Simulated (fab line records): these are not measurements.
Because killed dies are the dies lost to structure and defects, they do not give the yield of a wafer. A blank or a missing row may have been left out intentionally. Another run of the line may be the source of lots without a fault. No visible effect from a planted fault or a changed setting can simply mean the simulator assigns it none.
fab line records    flow n5-finfet
[record] lots = 7  wafers = 21
route steps=1938 shown BEOL_M10@1495 BEOL_M11@1541 BEOL_M12@1608
start-h: hours from the record's first day to the start of the lot's first wafer shown    wait-h: how many hours have passed since the lot's step before this one    " same as the row above    L1.1+2: a single row standing in for several wafers    - no value, or no start given    * or withheld: withheld    < > ~ a bound
route shown NAME@n: NAME is a module with steps in the file, n the number in the route of the first one    usual: mean/standard deviation of fault-free wafers    same: alike in all rows    chamber/n: place in a boat    sites: readings site by site    _std_site: the values' standard deviation    _edge_site: mean of outer sites minus mean of inner sites    radius-mm: for every site, how far away it sits from the centre of the wafer    mask NAME#n: copy n    behind: tool/chamber where the wafer was last shaped    hold: why the lot was held/for how many hours/how that ended    device: names the non-switching transistor (n, p or np)    end of line: the tests these same wafers got at the end of their route    a step given without rows: its recipe and nothing more    killed: count of dies lost to structure and defects at first sort (not the wafer's yield)    map: a wafer's dies, x killed, . not, _ none there
set.NAME: the setting that was run; set.NAME@STEP: the one run at that earlier step    model.NAME: the simulator's own value behind a step, which no gauge read
one table per step and one row per wafer, for lots whose settings were changed on purpose
[[steps]]
[step N5_BEOL_M10_COAT_64]
[recipe] resist = SiARC  temp-c = 220  time-s = 60  spin-rpm = 1500  resist-thk-nm = 30
lot.wafer   tool            chamber  start-h  wait-h  set.spin-rpm  model.SiARC_of_BEOL_M10_COAT_64.thk-nm
L075.2      litho-track-01  0        -        -       1338          31.8
L075.5+6    "               0        "        "       1500          30
L080.1+2+3  litho-track-04  0        -        -       1500          30
L083.1+6    litho-track-01  0        -        -       1669          28.6
L083.4      "               0        "        "       1500          30.2
L088.1      litho-track-04  0        -        -       1500          30
L088.4      "               0        "        "       1558          29.4
L088.5      "               0        "        "       1558          29.2
L086.2      litho-track-01  0        -        -       1500          30
L086.3+4    "               0        "        "       1621          28.8
L087.2      litho-track-02  0        -        -       1500          29.8
L087.3      "               0        "        "       1500          30.2
L087.4      "               0        "        "       1500          30
L096.2+4    litho-track-02  0        -        -       1500          30
L096.6      "               0        "        "       1500          30.2
[step N5_BEOL_M10_PEB_26]
[recipe] peb-temp-c = withheld  peb-time-s = 60  resist = CAR-ArF
lot.wafer   tool            chamber  start-h  wait-h  set.peb-time-s
L075.2+6    litho-track-04  0        235.94   0.1     69.27
L075.5      "               0        "        "       60
L080.1+2+3  litho-track-01  0        260.19   0.1     60
L083.1+4    litho-track-04  0        288.34   0.1     48.1
L083.6      "               0        "        "       60
L088.1      litho-track-04  0        309.90   0.1     54.16
L088.4+5    "               0        "        "       60
L086.2+4    litho-track-01  0        312.89   0.1     70.42
L086.3      "               0        "        "       60
L087.2      litho-track-02  0        313.06   0.1     63.47
L087.3+4    "               0        "        "       60
L096.2      litho-track-04  0        362.45   0.1     66.49
L096.4+6    "               0        "        "       60
[step N5_BEOL_M10_DEVELOP_27]
[recipe] develop-time-s = 30  developer = TMAH  resist = CAR-ArF  rinse-liquid = diw  dry = air-spin  dev-temp-c = 23
[step N5_BEOL_M10_CD_MEAS_28]
[recipe] target-cd-nm = 70  landing-energy-ev = 500  detector = se-inlens  polarity = opening
[usual] cd-nm = 69.7/1.2
lot.wafer  tool       chamber  start-h  wait-h  set.peb-time-s@BEOL_M10_PEB_26  cd-nm
L075.2     cd-sem-02  0        236.01   -       69.27                           76.8
L075.5     "          0        "        "       60                              68.7
L075.6     "          0        "        "       69.27                           76.5
L080.1     cd-sem-01  0        260.25   -       60                              67.9
L080.2     "          0        "        "       60                              68.8
L080.3     "          0        "        "       60                              69.4
L083.1     cd-sem-02  0        288.40   -       48.1                            60.4
L083.4     "          0        "        "       48.1                            59.5
L083.6     "          0        "        "       60                              69.5
L088.1     cd-sem-01  0        309.96   -       54.16                           65.1
L088.4     "          0        "        "       60                              71.7
L088.5     "          0        "        "       60                              71.4
L086.2     cd-sem-02  0        312.96   -       70.42                           75.6
L086.3     "          0        "        "       60                              70.2
L086.4     "          0        "        "       70.42                           76.9
L087.2     cd-sem-03  0        313.12   -       63.47                           71.4
L087.3     "          0        "        "       60                              69.4
L087.4     "          0        "        "       60                              68.0
L096.2     cd-sem-02  0        362.52   -       66.49                           74.3
L096.4     "          0        "        "       60                              70.0
L096.6     "          0        "        "       60                              70.9
[step N5_BEOL_M10_DESCUM_33]
[recipe] chemistry = O2  time-s = 7.9  source-power-w = 50  bias-power-w = 20  pressure-mtorr = 20  rf-frequency-hz = 2.712e+07  temp-c = 40  resist = CAR-ArF  o2-flow-sccm = 225
[step N5_BEOL_M10_ETCH_65]
[recipe] chemistry = CF4  target = SiARC  target-depth-a = 390  mask-material = CAR-ArF  time-s = 65  ion-energy-ev = 80  pressure-mtorr = 40  source-w = 545  bias-w = 36  Ar_flow_sccm = 100  cf4-flow-sccm = 100  ends = cleared
[usual] etch-rf-on-time-s = 65.4/1.2
lot.wafer  tool         chamber  start-h  wait-h  set.spin-rpm@BEOL_M10_COAT_64  etch-rf-on-time-s  model.CAR-ArF_of_BEOL_M10_COAT_22.thk-nm  model.etch.depth-nm
L075.2     rie-diel-02  1        236.13   0.0     1338                           69.5               54                                        31.81
L075.5     "            2        "        "       1500                           65.9               55.6                                      29.98
L075.6     "            3        "        "       1500                           65.3               55.4                                      29.9
L080.1     rie-diel-02  3        260.38   0.0     1500                           66.3               55.8                                      30.04
L080.2     "            0        "        "       1500                           66.4               55.6                                      29.99
L080.3     "            1        "        "       1500                           66.9               55.8                                      30.01
L083.1     rie-diel-01  0        288.54   0.0     1669                           61.8               57.4                                      28.57
L083.4     "            1        "        "       1500                           67.0               55.4                                      30.22
L083.6     "            3        "        "       1669                           60.3               57                                        28.58
L088.1     rie-diel-02  3        310.09   0.0     1500                           65.8               55.2                                      29.9
L088.4     "            3        "        "       1558                           64.1               56                                        29.36
L088.5     "            2        "        "       1558                           63.0               56.2                                      29.28
L086.2     rie-diel-01  1        313.26   0.0     1500                           66.9               56                                        29.97
L086.3     "            0        "        "       1621                           61.7               57                                        28.83
L086.4     "            2        "        "       1621                           62.3               56.8                                      28.79
L087.2     rie-diel-01  3        313.73   0.0     1500                           63.3               55.4                                      29.86
L087.3     "            0        "        "       1500                           64.2               55.2                                      30.11
L087.4     "            1        "        "       1500                           67.3               55.4                                      29.98
L096.2     rie-diel-01  1        362.64   0.0     1500                           67.2               55.4                                      30.06
L096.4     "            3        "        "       1500                           64.0               55.4                                      30.07
L096.6     "            0        "        "       1500                           64.4               55.4                                      30.11
[step N5_BEOL_M10_ETCH_66]
[recipe] chemistry = N2/H2  target = SOC  target-depth-a = 1200  overetch-a = 240  mask-material = SiARC  temp-c = 40  time-s = 180  ion-energy-ev = 200  pressure-mtorr = 30  source-w = 840  bias-w = 150  n2-flow-sccm = 200  h2-flow-sccm = 200
lot.wafer  tool         chamber  start-h  wait-h  set.spin-rpm@BEOL_M10_COAT_64  model.SiARC_of_BEOL_M10_COAT_64.thk-nm
L075.2     rie-diel-02  1        236.18   0.0     1338                           24.8
L075.5     "            2        "        "       1500                           22.4
L075.6     "            3        "        "       1500                           22.8
L080.1+3   rie-diel-02  3,1      260.43   0.0     1500                           23
L080.2     "            0        "        "       1500                           22.8
L083.1+6   rie-diel-01  0,3      288.59   0.0     1669                           21.2
L083.4     "            1        "        "       1500                           23
L088.1     rie-diel-02  3        310.14   0.0     1500                           22.8
L088.4     "            3        "        "       1558                           22.2
L088.5     "            2        "        "       1558                           21.6
L086.2     rie-diel-01  1        313.31   0.0     1500                           22.8
L086.3     "            0        "        "       1621                           21.6
L086.4     "            2        "        "       1621                           21.4
L087.2     rie-diel-01  3        313.78   0.0     1500                           22.4
L087.3+4   "            0,1      "        "       1500                           22.8
L096.2+6   rie-diel-01  1,0      362.69   0.0     1500                           22.8
L096.4     "            3        "        "       1500                           22.6
[step N5_BEOL_M11_COAT_59]
[recipe] resist = SOC  temp-c = 250  time-s = 60  spin-rpm = 1500  resist-thk-nm = 100
lot.wafer  tool            chamber  start-h  wait-h  set.spin-rpm  model.SOC_of_BEOL_M11_COAT_59.thk-nm
L075.2     litho-track-02  0        241.19   0.1     1368          104.8
L075.5     "               0        "        "       1500          100.2
L075.6     "               0        "        "       1500          100
L080.1     litho-track-02  0        267.77   0.1     1500          100.2
L080.2     "               0        "        "       1500          100
L080.3     "               0        "        "       1500          99.8
L083.1     litho-track-05  0        295.37   0.1     1396          103.2
L083.4     "               0        "        "       1500          99.8
L083.6     "               0        "        "       1500          99.6
L088.1+5   litho-track-03  0        314.35   0.1     1500          100
L088.4     "               0        "        "       1500          99.6
L086.2+4   litho-track-02  0        319.74   0.1     1500          100
L086.3     "               0        "        "       1345          105.6
L087.2+4   litho-track-05  0        319.89   0.1     1500          99.8
L087.3     "               0        "        "       1649          95.4
L096.2     litho-track-05  0        370.33   0.1     1500          100.4
L096.4+6   "               0        "        "       1500          100.2
[step N5_BEOL_M11_COAT_60]
[recipe] resist = SiARC  temp-c = 220  time-s = 60  spin-rpm = 1500  resist-thk-nm = 30
[step N5_BEOL_M11_COAT_05]
[recipe] resist = CAR-ArF  spin-rpm = 1500  resist-thk-nm = 90
[step N5_BEOL_M11_DESCUM_16]
[recipe] chemistry = O2  time-s = 7.9  source-power-w = 50  bias-power-w = 20  pressure-mtorr = 20  rf-frequency-hz = 2.712e+07  temp-c = 40  resist = CAR-ArF  o2-flow-sccm = 225
[step N5_BEOL_M11_ETCH_61]
[recipe] chemistry = CF4  target = SiARC  target-depth-a = 390  mask-material = CAR-ArF  time-s = 65  ion-energy-ev = 80  pressure-mtorr = 40  source-w = 545  bias-w = 36  Ar_flow_sccm = 100  cf4-flow-sccm = 100  ends = cleared
[step N5_BEOL_M11_ETCH_62]
[recipe] chemistry = N2/H2  target = SOC  target-depth-a = 1100  overetch-a = 220  mask-material = SiARC  temp-c = 40  time-s = 165  ion-energy-ev = 200  pressure-mtorr = 30  source-w = 840  bias-w = 150  n2-flow-sccm = 200  h2-flow-sccm = 200
lot.wafer  tool         chamber  start-h  wait-h  set.spin-rpm@BEOL_M11_COAT_59  model.etch.depth-nm
L075.2     rie-diel-04  0        241.74   0.0     1368                           104.8
L075.5+6   "            3,0      "        "       1500                           100.1
L080.1     rie-diel-04  3        268.34   0.0     1500                           100.2
L080.2     "            2        "        "       1500                           100
L080.3     "            0        "        "       1500                           99.8
L083.1     rie-diel-05  0        295.78   0.0     1396                           103.2
L083.4     "            1        "        "       1500                           99.78
L083.6     "            2        "        "       1500                           99.57
L088.1     rie-diel-04  1        315.24   0.0     1500                           100.1
L088.4     "            1        "        "       1500                           99.61
L088.5     "            3        "        "       1500                           100
L086.2     rie-diel-04  1        320.28   0.0     1500                           100
L086.3     "            3        "        "       1345                           105.6
L086.4     "            1        "        "       1500                           99.99
L087.2     rie-diel-05  0        320.46   0.0     1500                           99.77
L087.3     "            2        "        "       1649                           95.39
L087.4     "            1        "        "       1500                           99.83
L096.2     rie-diel-04  0        370.78   0.0     1500                           100.4
L096.4     "            1        "        "       1500                           100.3
L096.6     "            1        "        "       1500                           100.2
[step N5_BEOL_M11_STRIP_68]
[recipe] chemistry = N2/H2  temp-c = 40  n2-flow-sccm = 200  h2-flow-sccm = 200  rf-frequency-hz = 6e+07
[step N5_BEOL_M11_STRIP_67]
[recipe] chemistry = CF4  resist = SiARC  power-w = 300  bias-power-w = 75  pressure-mtorr = 50  cf4-flow-sccm = 150  rf-frequency-hz = 6e+07
[step N5_BEOL_M11_HM_OPEN_17]
[recipe] chemistry = Cl2/BCl3  target-depth-a = 200  overetch-a = 60  target = TiN  mask-material = SOC  ion-energy-ev = 150  pressure-mtorr = 10  icp-w = 1000  bias-w = 126  Cl2_flow_sccm = 53.25  bcl3-flow-sccm = 21.75  Ar_flow_sccm = 25
lot.wafer   tool          chamber  start-h  wait-h  set.spin-rpm@BEOL_M11_COAT_59  model.SOC_of_BEOL_M11_COAT_59.thk-nm
L075.2      rie-metal-02  0        241.92   0.0     1368                           96.6
L075.5      "             1        "        "       1500                           92.2
L075.6      "             0        "        "       1500                           92
L080.1+2+3  rie-metal-03  1,0,0    268.52   0.0     1500                           92.2
L083.1      rie-metal-02  0        295.97   0.0     1396                           95.2
L083.4      "             1        "        "       1500                           92
L083.6      "             0        "        "       1500                           91.6
L088.1+5    rie-metal-02  1        315.43   0.0     1500                           92.2
L088.4      "             0        "        "       1500                           91.6
L086.2      rie-metal-02  0        320.47   0.0     1500                           92
L086.3      "             0        "        "       1345                           97.6
L086.4      "             1        "        "       1500                           92.2
L087.2+4    rie-metal-03  1        320.65   0.0     1500                           91.8
L087.3      "             0        "        "       1649                           87.6
L096.2+4+6  rie-metal-03  1        370.96   0.0     1500                           92
[step N5_BEOL_M12_EXPOSE_07]
[recipe] mask-id = V11  na = 0.93  source-shape = conventional  sigma-outer = 0.6  polarization = unpolarized  attpsm-phase-deg = 180  dose-mj = 32.5
lot.wafer   tool            chamber  start-h  wait-h  mask   set.dose-mj
L075.2+5    krf-scanner-02  0        246.32   -       V11#0  34.6
L075.6      "               0        "        "       V11#0  32.5
L080.1+2+3  krf-scanner-01  0        275.65   -       V11#0  32.5
L083.1+4    krf-scanner-02  0        302.11   -       V11#0  30.22
L083.6      "               0        "        "       V11#0  32.5
L088.1+4    krf-scanner-02  0        323.27   -       V11#0  32.5
L088.5      "               0        "        "       V11#0  30.83
L086.2+3    krf-scanner-02  0        326.05   -       V11#0  33.92
L086.4      "               0        "        "       V11#0  32.5
L087.2+4    krf-scanner-02  0        328.78   -       V11#0  34.22
L087.3      "               0        "        "       V11#0  32.5
L096.2      krf-scanner-01  0        377.05   -       V11#0  33.57
L096.4+6    "               0        "        "       V11#0  32.5
[step N5_BEOL_M12_PEB_08]
[recipe] peb-temp-c = 130  peb-time-s = 90
[step N5_BEOL_M12_DEVELOP_09]
[recipe] develop-time-s = 45  rinse-liquid = diw  dry = air-spin  dev-temp-c = 21
[step N5_BEOL_M12_HARDBAKE_14]
[recipe] temp-c = 130  time-s = 120
[step N5_BEOL_M12_CD_MEAS_10]
[recipe] target-cd-nm = 140  landing-energy-ev = 500  detector = se-inlens  polarity = opening
[usual] cd-nm = 140.2/1.3
lot.wafer  tool       chamber  start-h  wait-h  set.dose-mj@BEOL_M12_EXPOSE_07  cd-nm
L075.2     cd-sem-02  0        246.49   -       34.6                            146.2
L075.5     "          0        "        "       34.6                            147.0
L075.6     "          0        "        "       32.5                            140.4
L080.1     cd-sem-01  0        275.82   -       32.5                            140.0
L080.2     "          0        "        "       32.5                            140.1
L080.3     "          0        "        "       32.5                            140.0
L083.1     cd-sem-03  0        302.28   -       30.22                           132.9
L083.4     "          0        "        "       30.22                           132.3
L083.6     "          0        "        "       32.5                            140.5
L088.1     cd-sem-03  0        323.44   -       32.5                            142.5
L088.4     "          0        "        "       32.5                            142.0
L088.5     "          0        "        "       30.83                           136.3
L086.2     cd-sem-01  0        326.22   -       33.92                           144.9
L086.3     "          0        "        "       33.92                           144.7
L086.4     "          0        "        "       32.5                            140.8
L087.2     cd-sem-01  0        328.95   -       34.22                           147.9
L087.3     "          0        "        "       32.5                            143.3
L087.4     "          0        "        "       34.22                           146.1
L096.2     cd-sem-01  0        377.22   -       33.57                           142.9
L096.4     "          0        "        "       32.5                            140.6
L096.6     "          0        "        "       32.5                            139.2
[step N5_BEOL_M12_STRIP_71]
[recipe] chemistry = post-etch-residue-remover  time-s = 60  temp-c = 25  remover-ph = withheld  remover-water-wt-pct = withheld  remover-fluoride-wt-pct = withheld
[step N5_BEOL_M12_SRD_72]
[recipe] time-s = 30  temp-c = 23  rinse-liquid = diw  dry = n2-spin  spin-rpm = 1500  dry-time-s = 30
[step N5_BEOL_M12_CD_MEAS_17]
[recipe] target-cd-nm = 140  polarity = opening
[usual] cd-nm = 140.2/1.7
lot.wafer  tool       chamber  start-h  wait-h  set.dose-mj@BEOL_M12_EXPOSE_07  cd-nm
L075.2     cd-sem-03  -        247.09   0.0     34.6                            145.3
L075.5     "          -        "        "       34.6                            146.5
L075.6     "          -        "        "       32.5                            140.0
L080.1     cd-sem-03  -        276.43   0.0     32.5                            140.0
L080.2     "          -        "        "       32.5                            140.1
L080.3     "          -        "        "       32.5                            138.7
L083.1     cd-sem-03  -        302.87   0.0     30.22                           133.0
L083.4     "          -        "        "       30.22                           132.3
L083.6     "          -        "        "       32.5                            141.0
L088.1     cd-sem-02  -        324.28   0.0     32.5                            143.1
L088.4     "          -        "        "       32.5                            141.2
L088.5     "          -        "        "       30.83                           136.8
L086.2     cd-sem-01  -        326.91   0.0     33.92                           144.6
L086.3     "          -        "        "       33.92                           144.4
L086.4     "          -        "        "       32.5                            140.3
L087.2     cd-sem-01  -        329.53   0.0     34.22                           147.5
L087.3     "          -        "        "       32.5                            143.7
L087.4     "          -        "        "       34.22                           144.9
L096.2     cd-sem-01  -        377.80   0.0     33.57                           143.9
L096.4     "          -        "        "       32.5                            140.9
L096.6     "          -        "        "       32.5                            140.1
[step N5_BEOL_M12_TRENCH_ETCH_34]
[recipe] chemistry = C4F8/O2/Ar  target = SiOC  target-depth-a = 3189.5  mask-material = SOC  pressure-mtorr = 30  source-w = 3000  bias-w = 700  Ar_flow_sccm = 400  C4F8_flow_sccm = 15  O2_flow_sccm = 8  he-inner-torr = 15  he-outer-torr = 30  time-s = 125.5  ion-energy-ev = 250
lot.wafer  tool         chamber  start-h  wait-h  set.time-s  model.etch.depth-nm
L075.2     rie-diel-02  1        247.99   0.0     125.5       318.6
L075.5     "            1        "        "       125.5       318.1
L075.6     "            0        "        "       125.5       318.4
L080.1     rie-diel-06  0        277.33   0.0     125.5       321.5
L080.2     "            2        "        "       125.5       320.5
L080.3     "            1        "        "       125.5       321.3
L083.1     rie-diel-02  2        303.73   0.0     125.5       322.9
L083.4     "            3        "        "       113.8       286.2
L083.6     "            2        "        "       125.5       323.6
L088.1     rie-diel-06  0        325.21   0.0     118.1       306.8
L088.4     "            3        "        "       125.5       324.5
L088.5     "            3        "        "       125.5       328.5
L086.2     rie-diel-01  0        327.68   0.0     152.4       392.9
L086.3     "            1        "        "       125.5       315.1
L086.4     "            2        "        "       152.4       389.6
L087.2     rie-diel-02  3        330.60   0.0     125.5       313.4
L087.3     "            2        "        "       125.5       319.3
L087.4     "            0        "        "       125.5       318.6
L096.2     rie-diel-06  3        378.57   0.0     125.5       325.6
L096.4     "            0        "        "       125.5       321.1
L096.6     "            1        "        "       125.5       318.2
[step N5_BEOL_M12_STRIP_70]
[recipe] chemistry = C4F8/O2/Ar  resist = SiARC  rf-frequency-hz = 6e+07
[step N5_BEOL_M12_OCD_MEAS_35]
[usual] trench-depth-nm = 319/4.5
lot.wafer  tool    chamber  start-h  wait-h  set.time-s@BEOL_M12_TRENCH_ETCH_34  trench-depth-nm
L075.2     ocd-01  -        248.15   0.0     125.5                               319
L075.5     "       -        "        "       125.5                               318
L075.6     "       -        "        "       125.5                               318
L080.1     ocd-02  -        277.49   0.0     125.5                               321
L080.2     "       -        "        "       125.5                               321
L080.3     "       -        "        "       125.5                               321
L083.1     ocd-01  -        303.88   0.0     125.5                               323
L083.4     "       -        "        "       113.8                               286
L083.6     "       -        "        "       125.5                               324
L088.1     ocd-01  -        325.36   0.0     118.1                               306
L088.4     "       -        "        "       125.5                               325
L088.5     "       -        "        "       125.5                               328
L086.2     ocd-01  -        327.84   0.0     152.4                               393
L086.3     "       -        "        "       125.5                               315
L086.4     "       -        "        "       152.4                               390
L087.2     ocd-02  -        330.75   0.0     125.5                               313
L087.3     "       -        "        "       125.5                               319
L087.4     "       -        "        "       125.5                               318
L096.2     ocd-02  -        378.73   0.0     125.5                               326
L096.4     "       -        "        "       125.5                               321
L096.6     "       -        "        "       125.5                               319
[[key]]
[split] step = N5_BEOL_M10_COAT_64  setting = spin-rpm  stated = 1500  by = wafer
[response] step = N5_BEOL_M10_COAT_64  reading = model.SiARC_of_BEOL_M10_COAT_64.thk-nm  change = -0.154  per = 1%  r = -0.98
[response] step = N5_BEOL_M10_ETCH_65  reading = etch-rf-on-time-s  change = *  per = 1%  r = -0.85
[response] step = N5_BEOL_M10_ETCH_65  reading = model.CAR-ArF_of_BEOL_M10_COAT_22.thk-nm  change = +0.146  per = 1%  r = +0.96
[response] step = N5_BEOL_M10_ETCH_65  reading = model.etch.depth-nm  change = -0.156  per = 1%  r = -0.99
[response] step = N5_BEOL_M10_ETCH_66  reading = model.SiARC_of_BEOL_M10_COAT_64.thk-nm  change = -0.179  per = 1%  r = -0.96
[split] step = N5_BEOL_M10_PEB_26  setting = peb-time-s  stated = 60  by = wafer
[response] step = N5_BEOL_M10_CD_MEAS_28  reading = cd-nm  change = +0.456  per = 1%  r = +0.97
[split] step = N5_BEOL_M11_COAT_59  setting = spin-rpm  stated = 1500  by = wafer
[response] step = N5_BEOL_M11_COAT_59  reading = model.SOC_of_BEOL_M11_COAT_59.thk-nm  change = -0.505  per = 1%  r = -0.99
[response] step = N5_BEOL_M11_ETCH_62  reading = model.etch.depth-nm  change = -0.505  per = 1%  r = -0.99
[response] step = N5_BEOL_M11_HM_OPEN_17  reading = model.SOC_of_BEOL_M11_COAT_59.thk-nm  change = -0.489  per = 1%  r = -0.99
[split] step = N5_BEOL_M12_EXPOSE_07  setting = dose-mj  stated = 32.5  by = wafer
[response] step = N5_BEOL_M12_CD_MEAS_10  reading = cd-nm  change = +0.986  per = 1%  r = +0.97
[response] step = N5_BEOL_M12_CD_MEAS_17  reading = cd-nm  change = +0.955  per = 1%  r = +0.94
[split] step = N5_BEOL_M12_TRENCH_ETCH_34  setting = time-s  stated = 125.5  by = wafer
[response] step = N5_BEOL_M12_TRENCH_ETCH_34  reading = model.etch.depth-nm  change = +3.6  per = 1%  r = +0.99
[response] step = N5_BEOL_M12_OCD_MEAS_35  reading = trench-depth-nm  change = +3.64  per = 1%  r = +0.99
